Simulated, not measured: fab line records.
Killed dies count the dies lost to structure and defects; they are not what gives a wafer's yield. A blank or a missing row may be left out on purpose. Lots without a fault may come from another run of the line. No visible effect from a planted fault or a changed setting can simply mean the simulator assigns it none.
Chamber matching | flow n5-finfet | rie-diel-01 running N5_BEOL_M0_TRENCH_ETCH_107: 4 sister chambers
The step etches SiOC in C4F6/O2, target depth 32.8 nm, time 16.4 s. 4 wafers are shown with their chamber, then 8 later ones without.

## WAFERS WITH THEIR CHAMBER
wafer  | chamber | showerhead-plenum-p-Torr (Torr)
L079.2 | 1       | 2.94
L079.5 | 2       | 3.01
L081.5 | 0       | 3.00
L084.2 | 3       | 2.78

## WAFERS WITHOUT THEIR CHAMBER
wafer  | showerhead-plenum-p-Torr (Torr)
L084.3 | 2.93
L084.4 | 3.00
L094.1 | 2.99
L094.2 | 3.00
L094.3 | 2.77
L097.1 | 2.99
L097.3 | 2.92
L097.6 | 2.99

## CHAMBER TAKEN BY EACH
wafer  | from the rows above     | in truth
L084.3 | 1                       | 1
L084.4 | can't be placed: 0 or 2 | 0
L094.1 | can't be placed: 0 or 2 | 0
L094.2 | can't be placed: 0 or 2 | 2
L094.3 | 3                       | 3
L097.1 | can't be placed: 0 or 2 | 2
L097.3 | 1                       | 1
L097.6 | can't be placed: 0 or 2 | 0
Correct placement for 3 of the 8. Can't be placed from these rows: 5 (the true chamber is among the candidates in 5). 0 placed wrongly.
How it was worked out, from the rows above alone: a wafer's distance from a chamber is the root of the sum, over the readings, of the square of ((its reading less the chamber's mean) divided by the reading's scatter). If the next closest chamber is less than 2 further off than the closest, the wafer can't be placed; otherwise it belongs to the closest. The mean given for a chamber averages the wafers shown for that chamber. The scatter (one wafer shown for each chamber): square how far every hidden wafer sits from the nearest shown wafer, average those squares and take the square root.
